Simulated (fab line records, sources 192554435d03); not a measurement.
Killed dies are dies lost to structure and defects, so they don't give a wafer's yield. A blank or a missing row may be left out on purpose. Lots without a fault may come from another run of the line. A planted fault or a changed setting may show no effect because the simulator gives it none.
fab line records | flow n5_finfet
record lots=5 wafers=15 last_day=18
route steps=1938 shown TV_LITHO@1875 TV_OPEN@1887 PASSIVATION@1936
lots that met no fault: from a run of the same line without faults
start_h: hours from the record's first day to the start of the lot's first wafer shown | wait_h: hours since the lot's step before | " the same as in the row above | L1.1+2: a row that stands for several wafers | - no value, or no start given | * or withheld: withheld | < > ~ a bound
route shown NAME@n: a module of which the file shows steps, and the number in the route of the first | usual: mean/standard deviation of fault-free wafers | same: alike in all rows | chamber/n: place in a boat | sites: the reading at each site | _std_site: their standard deviation | _edge_site: outer sites' mean less inner sites' | radius_mm: how far each site lies from the wafer's centre | mask NAME#n: copy n | behind: the tool/chamber that last shaped the wafer | hold: why the lot was held/for how many hours/how that ended | device: the transistor (n, p or np) that didn't switch | end of line: the same wafers' tests at the end of the route | a step without rows: its recipe alone | killed: dies lost to structure and defects at the first sort, not the wafer's yield | map: a wafer's dies, x killed, . not, _ none there
set.NAME: the setting as run; set.NAME@STEP: as run at that earlier step | model.NAME: the simulator's own value behind a step, which no gauge read
lots at some steps of the route; a table a step, a row a wafer
services: from which hour (start_h, from the record's first day; less than 0 if before it) a tool's chamber was out of use, for how many hours, and why
## steps
# step N5_PASSIVATION_HMDS_03
# recipe time_s=60 temp_c=120
# step N5_PASSIVATION_COAT_04
# recipe spin_rpm=* resist_thk_nm=*
# step N5_PASSIVATION_EBR_06
# recipe solvent=PGMEA ebr_width_mm=1.5
# step N5_PASSIVATION_SOFTBAKE_05
# recipe temp_c=100 time_s=90
# step N5_PASSIVATION_EXPOSE_07
# recipe mask_id=TV na=0.55 source_shape=conventional sigma_outer=0.8 polarization=unpolarized defocus_nm=0 target_cd_nm=3000 dose_mj=22.75
# step N5_PASSIVATION_PEB_08
# recipe peb_temp_c=withheld peb_time_s=*
# step N5_PASSIVATION_DEVELOP_09
# recipe develop_time_s=60 rinse_liquid=diw dry=air_spin dev_temp_c=21
# step N5_PASSIVATION_HARDBAKE_11
# recipe temp_c=130 time_s=120
# step N5_PASSIVATION_CD_MEAS_10
# recipe target_cd_nm=3000 landing_energy_ev=500 detector=se_inlens
# usual cd_nm=3002.4/2.7
# columns lot.wafer tool chamber start_h wait_h cd_nm
L379.3 cd_sem-03 0 304.89 - 3002.5
L379.4 " 0 " " 3002.4
L379.5 " 0 " " 3001.9
L388.1 cd_sem-03 0 352.57 - 3004.3
L388.4 " 0 " " 3002.8
L388.5 " 0 " " 3000.9
L395.1 cd_sem-03 0 387.84 - 3005.9
L395.4 " 0 " " 3006.2
L395.5 " 0 " " 3004.3
L396.2 cd_sem-02 0 404.70 - 2999.4
L396.4 " 0 " " 3000.8
L396.6 " 0 " " 3003.9
L398.3 cd_sem-01 0 415.72 - 2997.5
L398.5 " 0 " " 3000.2
L398.6 " 0 " " 2999.3
# step N5_PASSIVATION_OVL_MEAS_60
# recipe points_per_wafer=44
# usual TV_OVL=-3/5.8
# columns lot.wafer tool chamber start_h wait_h TV_OVL[nm]
L379.3 overlay-02 0 304.92 0.0 -10
L379.4 " 0 " " -5
L379.5 " 0 " " -12
L388.1 overlay-02 0 352.60 0.0 6
L388.4 " 0 " " -5
L388.5 " 0 " " 1
L395.1 overlay-01 0 387.87 0.0 -5
L395.4 " 0 " " -1
L395.5 " 0 " " -7
L396.2 overlay-02 0 404.73 0.0 0
L396.4 " 0 " " -3
L396.6 " 0 " " -8
L398.3 overlay-02 0 415.75 0.0 0
L398.5 " 0 " " -3
L398.6 " 0 " " 6
# step N5_PASSIVATION_INSPECT_61
# recipe mode=adi inspect_instrument=macro
# usual raw_defect_count=2.0/1.5
# columns lot.wafer tool chamber start_h wait_h raw_defect_count
L379.3 defect_inspect-02 - 304.95 0.0 1
L379.4 " - " " 3
L379.5 " - " " 2
L388.1 defect_inspect-01 - 352.62 0.0 0
L388.4 " - " " 2
L388.5 " - " " 0
L395.1 defect_inspect-02 - 387.89 0.0 5
L395.4 " - " " 2
L395.5 " - " " 2
L396.2 defect_inspect-02 - 404.75 0.0 2
L396.4 " - " " 4
L396.6 " - " " 1
L398.3 defect_inspect-02 - 415.77 0.0 2
L398.5 " - " " 3
L398.6 " - " " 3
# step N5_PASSIVATION_DESCUM_12
# recipe chemistry=O2 time_s=7.9 source_power_w=50 bias_power_w=20 pressure_mtorr=20 rf_frequency_hz=2.712e+07 temp_c=40 o2_flow_sccm=225
# usual drypump_motor_current_A=5.7/0.31 oes_product_au=0.77/0.073 rf_vpp_V=243.3/1.4 showerhead_plenum_p_Torr=2.10/0.074 throttle_valve_pct=20.46/0.23
# columns lot.wafer tool chamber start_h wait_h drypump_motor_current_A oes_product_au rf_hours_counter_h rf_vpp_V showerhead_plenum_p_Torr throttle_valve_pct
L379.3 rie_diel-03 2 305.11 0.2 5.6 0.72 186 245.7 2.15 20.74
L379.4 " 0 " " 5.7 0.82 - 243.6 2.19 20.65
L379.5 " 2 " " 5.6 0.72 - 244.4 2.15 20.71
L388.1 rie_diel-04 2 353.14 0.5 6.0 0.95 9 246.0 2.23 20.22
L388.4 " 1 " " 5.7 0.81 119 240.8 2.05 20.46
L388.5 " 1 " " 5.7 0.81 - 241.8 2.05 20.47
L395.1 rie_diel-04 2 388.12 0.2 6.0 0.91 22 246.2 2.23 20.23
L395.4 " 0 " " 5.8 0.74 166 242.9 2.11 20.72
L395.5 " 1 " " 5.7 0.82 - 242.3 2.05 20.47
L396.2 rie_diel-03 2 405.08 0.3 5.6 0.70 218 243.4 2.14 20.76
L396.4 " 0 " " 5.7 0.78 118 245.3 2.18 20.70
L396.6 " 1 " " 5.3 0.75 - 242.0 2.08 20.24
L398.3 rie_diel-04 0 415.81 0.0 5.7 0.74 173 241.7 2.11 20.74
L398.5 " 2 " " 6.0 0.88 - 245.3 2.22 20.24
L398.6 " 3 " " 5.0 0.72 - 243.3 2.07 20.05
# step N5_PASSIVATION_PASS_ETCH_74
# recipe chemistry=CF4/O2 target=SiNx target_depth_a=2200 time_s=110 ion_energy_ev=100 pressure_mtorr=40 source_w=535 bias_w=49 Ar_flow_sccm=100 cf4_flow_sccm=100 O2_flow_sccm=10
# usual drypump_motor_current_A=5.7/0.31 oes_product_au=0.78/0.075 rf_fwd_power_W=532.6/1.6 rf_vpp_V=244/6.8 showerhead_plenum_p_Torr=2.22/0.075 throttle_valve_pct=16.05/0.21
# columns lot.wafer tool chamber start_h wait_h drypump_motor_current_A oes_product_au rf_fwd_power_W rf_hours_counter_h rf_vpp_V showerhead_plenum_p_Torr throttle_valve_pct model.etch.depth_nm model.coat_of_PASSIVATION_COAT_04.thk_nm model.TV_OPEN.cd_offset_nm
L379.3 rie_diel-03 2 305.17 0.0 5.6 0.74 532.9 186 249 2.28 16.38 222.3 * 0.6
L379.4 " 0 " " 5.7 0.82 534.3 - 252 2.31 16.17 220.7 * 0.2
L379.5 " 2 " " 5.7 0.74 534.7 - 250 2.28 16.42 222.6 * 0
L388.1 rie_diel-04 2 353.20 0.0 6.0 0.95 530.4 9 240 2.35 15.78 223 * 0.4
L388.4 " 1 " " 5.7 0.83 533.6 119 244 2.13 15.85 230.2 * 0.2
L388.5 " 1 " " 5.7 0.82 532.5 - 245 2.13 15.84 227.4 * 0.4
L395.1 rie_diel-04 2 388.18 0.0 6.0 0.91 533.5 22 241 2.34 15.82 222.8 * 0.4
L395.4 " 0 " " 5.8 0.75 533.2 166 229 2.20 16.12 221.2 * 0.4
L395.5 " 1 " " 5.7 0.82 532.8 - 245 2.13 15.85 231 * 0.4
L396.2 rie_diel-03 2 405.14 0.0 5.6 0.81 661.2 218 225 2.27 16.47 270.5 * -1.2
L396.4 " 0 " " 5.7 0.78 531.0 118 251 2.30 16.26 218.9 * 0
L396.6 " 1 " " 5.3 0.75 532.4 - 242 2.20 15.92 216.7 * 1.6
L398.3 rie_diel-04 0 415.87 0.0 5.7 0.74 537.2 173 231 2.19 16.13 221.1 * -0.2
L398.5 " 2 " " 6.0 0.88 530.6 - 241 2.34 15.83 219.3 * 0.2
L398.6 " 3 " " 5.0 0.72 532.0 - 249 2.19 15.81 216.8 * 0.4
# step N5_PASSIVATION_VIA_ETCH_13
# recipe chemistry=CHF3/O2 target=SiO2 target_depth_a=6600 CHF3_flow_sccm=50 O2_flow_sccm=5 Ar_flow_sccm=200 time_s=330 mask_material=PR pressure_mtorr=30 source_w=650 bias_w=170 ion_energy_ev=200 ends=cleared
# usual drypump_motor_current_A=5.7/0.31 etch_rf_on_time_s=236/5.5 oes_product_au=0.70/0.065 rf_fwd_power_W=647.7/1.8 rf_vpp_V=530/15 showerhead_plenum_p_Torr=2.42/0.086 throttle_valve_pct=18.93/0.26
# columns lot.wafer tool chamber start_h wait_h drypump_motor_current_A etch_rf_on_time_s oes_product_au rf_fwd_power_W rf_hours_counter_h rf_vpp_V showerhead_plenum_p_Torr throttle_valve_pct model.coat_of_PASSIVATION_COAT_04.thk_nm
L379.3 rie_diel-03 2 305.27 0.0 5.6 232 0.65 646.8 186 541 2.51 19.36 *
L379.4 " 0 " " 5.8 240 0.73 646.5 - 548 2.53 19.16 *
L379.5 " 2 " " 5.6 234 0.65 650.7 - 541 2.51 19.35 *
L388.1 rie_diel-04 2 353.29 0.0 6.0 233 0.84 645.3 9 525 2.56 18.63 *
L388.4 " 1 " " 5.7 234 0.73 650.8 119 530 2.32 18.69 *
L388.5 " 1 " " 5.6 230 0.74 647.5 - 530 2.32 18.68 *
L395.1 rie_diel-04 2 388.27 0.0 6.1 232 0.82 647.4 22 523 2.55 18.66 *
L395.4 " 0 " " 5.7 243 0.66 648.5 166 499 2.39 18.92 *
L395.5 " 1 " " 5.7 227 0.73 646.2 - 532 2.32 18.71 *
L396.2 rie_diel-03 2 405.24 0.0 5.6 233 0.64 651.5 218 541 2.50 19.42 *
L396.4 " 0 " " 5.8 239 0.71 647.9 118 546 2.52 19.22 *
L396.6 " 1 " " 5.4 239 0.68 648.3 - 529 2.43 18.93 *
L398.3 rie_diel-04 0 415.96 0.0 5.7 238 0.66 649.2 173 497 2.38 18.93 *
L398.5 " 2 " " 6.0 236 0.80 649.6 - 524 2.55 18.68 *
L398.6 " 3 " " 5.0 237 0.66 647.5 - 544 2.38 18.57 *
# step N5_PASSIVATION_STRIP_14
# recipe chemistry=O2 power_w=600 temp_c=60 pressure_mtorr=30 rf_frequency_hz=6e+07 bias_power_w=0 overash_fraction=0.5 o2_flow_sccm=225
# usual drypump_motor_current_A=5.7/0.31 oes_product_au=0.78/0.074 rf_vpp_V=3.8/1 showerhead_plenum_p_Torr=2.11/0.074 throttle_valve_pct=16.71/0.21
# columns lot.wafer tool chamber start_h wait_h drypump_motor_current_A oes_product_au rf_hours_counter_h rf_vpp_V showerhead_plenum_p_Torr throttle_valve_pct
L379.3 rie_diel-03 2 305.46 0.1 5.7 0.71 186 3.9 2.16 16.99
L379.4 " 0 " " 5.8 0.81 - 2.3 2.19 16.80
L379.5 " 2 " " 5.6 0.71 - 2.3 2.16 16.99
L388.1 rie_diel-04 2 353.49 0.1 6.1 0.95 9 3.1 2.24 16.44
L388.4 " 1 " " 5.6 0.81 119 3.0 2.05 16.69
L388.5 " 1 " " 5.7 0.81 - 3.8 2.05 16.68
L395.1 rie_diel-04 2 388.47 0.1 6.1 0.92 22 4.8 2.23 16.43
L395.4 " 0 " " 5.8 0.75 166 3.4 2.12 16.94
L395.5 " 1 " " 5.6 0.80 - 4.7 2.05 16.67
L396.2 rie_diel-03 2 405.43 0.1 5.6 0.70 219 2.3 2.14 17.05
L396.4 " 0 " " 5.7 0.78 118 4.2 2.18 16.92
L396.6 " 1 " " 5.3 0.75 - 3.2 2.08 16.56
L398.3 rie_diel-04 0 416.16 0.1 5.7 0.75 173 3.0 2.11 16.95
L398.5 " 2 " " 6.0 0.90 - 4.6 2.23 16.47
L398.6 " 3 " " 5.0 0.73 - 2.7 2.07 16.43
# step N5_PASSIVATION_ETCH_15
# recipe chemistry=CF4/N2 target=SiCN target_depth_a=750 taper_deg=2 time_s=81.2 ion_energy_ev=150 mask_material=SiNx pressure_mtorr=40 source_w=430 bias_w=70 Ar_flow_sccm=100 cf4_flow_sccm=60 n2_flow_sccm=60
# usual drypump_motor_current_A=5.7/0.31 oes_product_au=0.78/0.076 rf_fwd_power_W=428.1/1.3 rf_vpp_V=382.6/2.1 showerhead_plenum_p_Torr=2.22/0.077 throttle_valve_pct=15.49/0.22
# columns lot.wafer tool chamber start_h wait_h drypump_motor_current_A oes_product_au rf_fwd_power_W rf_hours_counter_h rf_vpp_V showerhead_plenum_p_Torr throttle_valve_pct model.TV_OPEN.cd_offset_nm
L379.3 rie_diel-03 2 - - 5.6 0.74 428.0 186 384.8 2.29 15.88 2.6
L379.4 " 0 " " 5.8 0.83 427.6 - 384.8 2.31 15.64 2.6
L379.5 " 2 " " 5.6 0.73 428.1 - 384.1 2.29 15.87 2
L388.1 rie_diel-04 2 - - 6.0 0.95 427.7 9 385.6 2.35 15.21 2.4
L388.4 " 1 " " 5.7 0.82 429.2 119 380.7 2.13 15.27 3
L388.5 " 1 " " 5.7 0.81 429.0 - 380.0 2.13 15.26 3
L395.1 rie_diel-04 2 - - 6.0 0.92 428.2 22 386.6 2.35 15.25 1.6
L395.4 " 0 " " 5.7 0.75 426.7 166 381.8 2.19 15.54 1
L395.5 " 1 " " 5.7 0.82 429.2 - 379.6 2.12 15.30 2.8
L396.2 rie_diel-03 2 - - 5.7 0.72 430.5 219 385.1 2.28 15.93 0
L396.4 " 0 " " 5.7 0.78 427.0 118 385.5 2.30 15.70 2.4
L396.6 " 1 " " 5.3 0.75 426.8 - 381.4 2.20 15.40 4
L398.3 rie_diel-04 0 - - 5.7 0.74 427.3 173 380.6 2.19 15.56 0.6
L398.5 " 2 " " 6.1 0.89 427.7 - 383.9 2.34 15.25 2
L398.6 " 3 " " 5.0 0.73 427.3 - 381.7 2.19 15.29 2.8
# step N5_PASSIVATION_STRIP_73
# recipe chemistry=post_etch_residue_remover time_s=60 temp_c=25 remover_ph=withheld remover_water_wt_pct=withheld remover_fluoride_wt_pct=withheld
# step N5_PASSIVATION_PROBE_49
# usual defect_limited_yield=91.6/1.4 killed_at_M0_to_M3=32/9.5 killed_at_M4_up=13/6 killed_at_contacts=12/5.6 killed_at_front_end=39/11 killed_at_other=2.8/2.3 killed_dies=99/16 killed_on_rim=12/3.4 killed_open=65/12 killed_short=32/7.6 sort_bin_4_leakage=0.1/0.88 sort_bin_5_function=4.8/0.88 sort_bin_6_memory=3.2/0.65 sort_bin_8_speed=0.2/2 sort_n_pass=1077/29 sort_yield_pct=91.2/2.5
# same gross_dies=1180 killed_at_back_side=0
# columns lot.wafer tool chamber start_h wait_h defect_limited_yield[%] killed_at_M0_to_M3 killed_at_M4_up killed_at_contacts killed_at_front_end killed_at_other killed_dies killed_on_rim killed_open killed_short sort_bin_4_leakage[%] sort_bin_5_function[%] sort_bin_6_memory[%] sort_bin_8_speed[%] sort_n_pass sort_yield_pct[%]
L379.3 prober-02 - 311.81 0.1 93.3 33 11 8 26 1 79 16 50 29 0 3.9 2.6 0 1101 93.3
L379.4 prober-02 - 311.86 0.2 92.4 37 7 12 33 1 90 14 69 21 0 4.1 3.3 0 1090 92.4
L379.5 prober-02 - 311.91 0.2 92.3 27 9 14 39 2 91 9 57 32 0 4.4 3.0 0 1089 92.3
L388.1 prober-02 - 359.60 0.0 92.4 24 9 10 41 6 90 14 52 28 0.1 3.6 3.1 0 1089 92.3
L388.4 prober-02 - 359.75 0.2 90.8 31 22 15 35 5 108 16 72 32 0 5.3 3.3 0 1072 90.8
L388.5 prober-02 - 359.80 0.2 90.2 31 19 14 47 5 116 15 84 31 0 5.3 4.0 0 1064 90.2
L395.1 prober-01 - 394.93 0.0 91.9 19 11 9 56 1 96 10 64 28 0 5.1 2.6 0 1084 91.9
L395.4 prober-01 - 395.08 0.2 91.0 26 14 9 55 2 106 10 67 39 0 4.8 3.7 0 1074 91.0
L395.5 prober-01 - 395.13 0.2 90.7 46 10 5 44 5 110 12 73 37 0 5.0 4.0 0 1070 90.7
L396.2 prober-02 - 411.91 0.1 95.0 23 8 5 23 0 59 10 46 12 0 3.2 1.7 0 1121 95.0
L396.4 prober-02 - 412.01 0.2 93.1 24 13 13 30 1 81 7 56 23 0 3.7 3.1 0 1099 93.1
L396.6 prober-02 - 412.11 0.3 92.9 19 8 8 48 1 84 12 57 25 0 3.7 3.1 18.6 877 74.3
L398.3 prober-02 - 423.03 0.1 89.9 37 9 15 52 6 119 12 68 49 0 5.3 4.2 0 1061 89.9
L398.5 prober-02 - 423.13 0.2 91.4 37 11 2 42 9 101 10 61 35 0 4.7 3.1 0 1079 91.4
L398.6 prober-02 - 423.18 0.3 91.9 28 11 10 39 8 96 16 64 32 0 5.1 2.6 0 1084 91.9
# killed by level:class
L379.3 BEOL_M3:geometric_particle:open=9 BEOL_M0:geometric_particle:open=8 FIN_SAQP:geometric_particle:short=6 STI_FIN_REVEAL:geometric_particle:open=5 MOL_CONTACT_COAG:geometric_particle:open=5 BEOL_M1:geometric_particle:open=4 BEOL_M2:geometric_particle:short=4 FIN_SAQP:geometric_particle:open=3
L379.4 FIN_SAQP:geometric_particle:open=17 MOL_CONTACT_COAG:geometric_particle:open=9 BEOL_M0_SAQP:geometric_particle:open=9 BEOL_M2:geometric_particle:open=8 BEOL_M0_SAQP:geometric_particle:short=4 BEOL_M0:geometric_particle:open=4 BEOL_M1:geometric_particle:open=4 BEOL_M2:geometric_particle:short=4
L379.5 MOL_CONTACT_COAG:geometric_particle:open=10 FIN_SAQP:geometric_particle:open=7 FIN_SAQP:geometric_particle:short=7 BEOL_M0:geometric_particle:open=7 STI_FIN_REVEAL:geometric_particle:open=6 DUMMY_GATE:geometric_particle:open=4 GATE_CUT:geometric_particle:short=4 MOL_CONTACT_COAG:geometric_particle:short=4
L388.1 MOL_CONTACT_COAG:geometric_particle:open=9 FIN_SAQP:geometric_particle:short=7 HKMG_FIN:area_etch=7 FIN_SAQP:geometric_particle:open=5 BEOL_M2:geometric_particle:open=5 BEOL_M3:geometric_particle:open=5 STI_FIN_REVEAL:geometric_particle:short=4 DUMMY_GATE:geometric_particle:open=4
L388.4 MOL_CONTACT_COAG:geometric_particle:open=11 BEOL_M4:geometric_particle:open=10 STI_FIN_REVEAL:geometric_particle:open=8 BEOL_M2:geometric_particle:open=8 DUMMY_GATE:geometric_particle:open=7 BEOL_M0_SAQP:geometric_particle:short=7 FIN_SAQP:geometric_particle:short=5 MOL_CONTACT_COAG:geometric_particle:short=4
L388.5 STI_FIN_REVEAL:geometric_particle:open=15 MOL_CONTACT_COAG:geometric_particle:open=14 BEOL_M5:geometric_particle:open=9 GATE_CUT:geometric_particle:short=6 BEOL_M1:geometric_particle:open=6 BEOL_M2:geometric_particle:open=6 BEOL_M0_SAQP:geometric_particle:open=5 STI_FIN_REVEAL:geometric_particle:short=4
L395.1 FIN_SAQP:geometric_particle:open=15 STI_FIN_REVEAL:geometric_particle:open=7 BEOL_M1:geometric_particle:open=7 MOL_CONTACT_COAG:geometric_particle:open=7 FIN_SAQP:geometric_particle:short=6 STARTING-WAFER:geometric_particle:short=6 BEOL_M3:geometric_particle:open=5 GATE_CUT:geometric_particle:short=4
L395.4 STI_FIN_REVEAL:geometric_particle:open=14 FIN_SAQP:geometric_particle:open=8 DUMMY_GATE:geometric_particle:open=8 FIN_SAQP:geometric_particle:short=7 MOL_CONTACT_COAG:geometric_particle:open=7 BEOL_M1:geometric_particle:short=6 GATE_CUT:geometric_particle:short=6 BEOL_M1:geometric_particle:open=5
L395.5 BEOL_M1:geometric_particle:open=14 FIN_SAQP:geometric_particle:open=12 BEOL_M3:geometric_particle:open=9 DUMMY_GATE:geometric_particle:open=8 BEOL_M2:geometric_particle:open=6 STI_FIN_REVEAL:geometric_particle:open=5 GATE_CUT:geometric_particle:short=5 BEOL_M0_SAQP:geometric_particle:short=5
L396.2 FIN_SAQP:geometric_particle:open=6 DUMMY_GATE:geometric_particle:open=6 BEOL_M0_SAQP:geometric_particle:open=6 MOL_CONTACT_COAG:geometric_particle:open=5 GATE_CUT:geometric_particle:open=4 BEOL_M1:geometric_particle:open=4 BEOL_M0_SAQP:geometric_particle:short=3 BEOL_M3:geometric_particle:open=3
L396.4 MOL_CONTACT_COAG:geometric_particle:open=11 FIN_SAQP:geometric_particle:open=8 STI_FIN_REVEAL:geometric_particle:open=7 BEOL_M2:geometric_particle:open=7 BEOL_M0_SAQP:geometric_particle:short=6 GATE_CUT:geometric_particle:short=5 BEOL_M3:geometric_particle:open=5 BEOL_M4:geometric_particle:open=5
L396.6 STI_FIN_REVEAL:geometric_particle:open=12 MOL_CONTACT_COAG:geometric_particle:open=7 FIN_SAQP:geometric_particle:open=6 BEOL_M1:geometric_particle:open=6 STARTING-WAFER:geometric_particle:short=5 DUMMY_GATE:geometric_particle:short=5 STARTING-WAFER:geometric_particle:open=5 GATE_CUT:geometric_particle:open=4
L398.3 BEOL_M0_SAQP:geometric_particle:short=15 BEOL_M0_SAQP:geometric_particle:open=11 MOL_CONTACT_COAG:geometric_particle:open=10 FIN_SAQP:geometric_particle:open=9 STI_FIN_REVEAL:geometric_particle:open=9 FIN_SAQP:geometric_particle:short=8 BEOL_M2:geometric_particle:open=7 GATE_CUT:geometric_particle:short=6
L398.5 FIN_SAQP:geometric_particle:short=9 FIN_SAQP:geometric_particle:open=8 BEOL_M1:geometric_particle:open=8 STI_FIN_REVEAL:geometric_particle:open=6 BEOL_M0_SAQP:geometric_particle:open=5 BEOL_M0:geometric_particle:open=5 BEOL_M2:geometric_particle:open=5 BEOL_M4:geometric_particle:open=5
L398.6 MOL_CONTACT_COAG:geometric_particle:open=8 BEOL_M4:geometric_particle:open=8 STI_FIN_REVEAL:geometric_particle:open=7 BEOL_M0_SAQP:geometric_particle:short=7 FIN_SAQP:geometric_particle:short=6 BEOL_M3:geometric_particle:open=6 DUMMY_GATE:geometric_particle:open=4 BEOL_M0:geometric_particle:open=4
## services
# columns tool chamber start_h hours kind
rie_diel-04 0 289.58 7.4 repair
rie_diel-03 3 292.15 - clean
rie_diel-03 3 292.15 - consumable_replace:focus_ring
rie_diel-03 3 292.15 28.0 scheduled_down
rie_diel-03 3 292.15 28.0 vent_cycle
rie_diel-04 2 306.17 5.3 repair
rie_diel-04 2 311.66 - clean
rie_diel-04 2 311.66 - consumable_replace:focus_ring
rie_diel-04 2 311.66 - consumable_replace:showerhead
rie_diel-04 2 311.66 12.8 scheduled_down
rie_diel-04 2 311.66 12.8 vent_cycle
rie_diel-03 2 342.53 6.8 repair
rie_diel-04 0 344.79 4.5 repair
rie_diel-03 1 407.63 7.5 repair
## key
first_sign step=N5_PASSIVATION_PASS_ETCH_74 reading=rf_fwd_power_W direction=up sigmas=78 usual=* struck=*
effect none on later readings
model_effect step=N5_PASSIVATION_PASS_ETCH_74 value=etch.depth_nm without=224.3 struck=270.5
model_effect step=N5_PASSIVATION_VIA_ETCH_13 value=coat_of_PASSIVATION_COAT_04.thk_nm without=* struck=*
model_effect step=N5_PASSIVATION_ETCH_15 value=TV_OPEN.cd_offset_nm without=2.2 struck=0
met_at N5_PASSIVATION_PASS_ETCH_74
struck_wafers L396.2
onset_between 305.17 405.14
fault kind=process_parameter_drift tool=rie_diel-03 chamber=2 onset_h=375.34 steps=N5_PASSIVATION_PASS_ETCH_74 channel=source_w offset=128.4 shape=step end_h=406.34 acts_in=these_recipes_only stated=535
